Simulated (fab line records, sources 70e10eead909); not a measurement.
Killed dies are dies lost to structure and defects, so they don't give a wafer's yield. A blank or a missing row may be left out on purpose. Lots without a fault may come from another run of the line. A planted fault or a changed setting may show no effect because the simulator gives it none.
Tool commonality check | flow nand_harc | 11 lots, 39 wafers sampled

WHY IT WAS OPENED
At NHARC_P_GATE_CD_MEAS_26 the reading cd_nm is flagged on 2 of 11 lots. Wafers without a fault read 119.8 nm, standard deviation 0.74.
Rule: a lot is flagged when every wafer of it that has a number lies more than 4 standard deviations from that mean, or none has a number. The other lots count as sound.

lot  | measured     | on        | cd_nm (nm), wafer by wafer          | flag
L947 | day 4 09:31  | cd_sem-03 | 120.2 119.5 120.2                   |
L949 | day 5 11:29  | cd_sem-02 | 119.4 118.7 120.2                   |
L952 | day 5 17:23  | cd_sem-01 | 119.4 119.7 120.3                   |
L954 | day 6 09:01  | cd_sem-01 | 118.4 118.5 118.6                   |
L956 | day 7 04:43  | cd_sem-02 | 104.6 104.9 106.2 104.3 104.9 106.4 | FLAGGED
L962 | day 8 19:50  | cd_sem-01 | 104.7 105.6 105.8 104.8 105.3 105.8 | FLAGGED
L964 | day 9 03:44  | cd_sem-02 | 119.8 120.3 119.3                   |
L966 | day 9 10:41  | cd_sem-03 | 119.9 119.2 118.7                   |
L967 | day 9 10:52  | cd_sem-02 | 119.8 119.7 120.7                   |
L969 | day 10 04:12 | cd_sem-03 | 120.2 119.6 119.1                   |
L970 | day 10 14:58 | cd_sem-03 | 120.6 121.4 119.4                   |
The numbers of the flagged lots are 105.3 nm on average: -14.5 nm against the usual, or -20 standard deviations.

WHICH TOOL RAN EACH LOT
The record holds 2 process steps before the reading, out of a route of 1159 steps. In each cell: the tool, then ch and the chambers that the sampled wafers went through, then the start.
lot  | flag    | NHARC_P_STI_ETCH_15             | NHARC_P_GATE_EXPOSE_23
L947 |         | rie_si-02 ch 2,3, day 2 07:51   | arfi_scanner-02 ch 0, day 4 09:22
L949 |         | rie_si-04 ch 0,2,3, day 3 03:02 | arfi_scanner-02 ch 0, day 5 11:21
L952 |         | rie_si-04 ch 0,2, day 3 14:07   | arfi_scanner-03 ch 0, day 5 17:14
L954 |         | rie_si-05 ch 0,3, day 4 06:02   | arfi_scanner-01 ch 0, day 6 08:52
L956 | FLAGGED | rie_si-05 ch 0,1, day 4 20:32   | arfi_scanner-02 ch 0, day 7 04:35
L962 | FLAGGED | rie_si-05 ch 0,1,2, day 6 10:46 | arfi_scanner-02 ch 0, day 8 19:42
L964 |         | rie_si-02 ch 2,3, day 6 17:17   | arfi_scanner-03 ch 0, day 9 03:36
L966 |         | rie_si-04 ch 0,1,3, day 7 05:28 | arfi_scanner-01 ch 0, day 9 10:32
L967 |         | rie_si-02 ch 0,1,2, day 7 11:31 | arfi_scanner-03 ch 0, day 9 10:43
L969 |         | rie_si-04 ch 0,1,2, day 8 01:36 | arfi_scanner-01 ch 0, day 10 04:04
L970 |         | rie_si-04 ch 0,1,2, day 8 09:38 | arfi_scanner-01 ch 0, day 10 14:49
What these steps do:
- NHARC_P_STI_ETCH_15: etches the open film in HBr/Cl2, target depth 300 nm, time 100.1 s.
- NHARC_P_GATE_EXPOSE_23: exposes mask P GATE, target cd 120 nm.
- NHARC_P_GATE_CD_MEAS_26: target cd 120 nm.

FLAGGED OVER TOTAL, TOOL BY TOOL (the gauges that took the reading come last)
step                    | tool            | lots run | flagged | share of the flagged lots | sound lots run after its first flagged lot
NHARC_P_STI_ETCH_15     | rie_si-02       | 3        | 0       | none                      | -
NHARC_P_STI_ETCH_15     | rie_si-04       | 5        | 0       | none                      | -
NHARC_P_STI_ETCH_15     | rie_si-05       | 3        | 2       | all                       | 0
NHARC_P_GATE_EXPOSE_23  | arfi_scanner-01 | 4        | 0       | none                      | -
NHARC_P_GATE_EXPOSE_23  | arfi_scanner-02 | 4        | 2       | all                       | 0
NHARC_P_GATE_EXPOSE_23  | arfi_scanner-03 | 3        | 0       | none                      | -
NHARC_P_GATE_CD_MEAS_26 | cd_sem-01       | 3        | 1       | some                      | 0
NHARC_P_GATE_CD_MEAS_26 | cd_sem-02       | 4        | 1       | some                      | 2 (L964,L967)
NHARC_P_GATE_CD_MEAS_26 | cd_sem-03       | 4        | 0       | none                      | -

WHAT THE TABLE ALLOWS
2 rows of the table ran every flagged lot: rie_si-05 at NHARC_P_STI_ETCH_15, arfi_scanner-02 at NHARC_P_GATE_EXPOSE_23.
- rie_si-05 at NHARC_P_STI_ETCH_15: 2 of its 3 lots flagged. Its last sound lot is L954 (day 4 06:02), its first flagged lot L956 (day 4 20:32): a fault that began between those two fits.
- arfi_scanner-02 at NHARC_P_GATE_EXPOSE_23: 2 of its 4 lots flagged. Its last sound lot is L949 (day 5 11:21), its first flagged lot L956 (day 7 04:35): a fault that began between those two fits. Its own readings lie more than 4 standard deviations out on every wafer of the flagged lots: exposure_dose_mJ_cm2.
Counting lots can't tell these 2 tools apart, because each fits a fault that began at some hour. More lots, or a look at what each step does to the wafer, might.

WHAT THE SIMULATOR HAD PUT IN
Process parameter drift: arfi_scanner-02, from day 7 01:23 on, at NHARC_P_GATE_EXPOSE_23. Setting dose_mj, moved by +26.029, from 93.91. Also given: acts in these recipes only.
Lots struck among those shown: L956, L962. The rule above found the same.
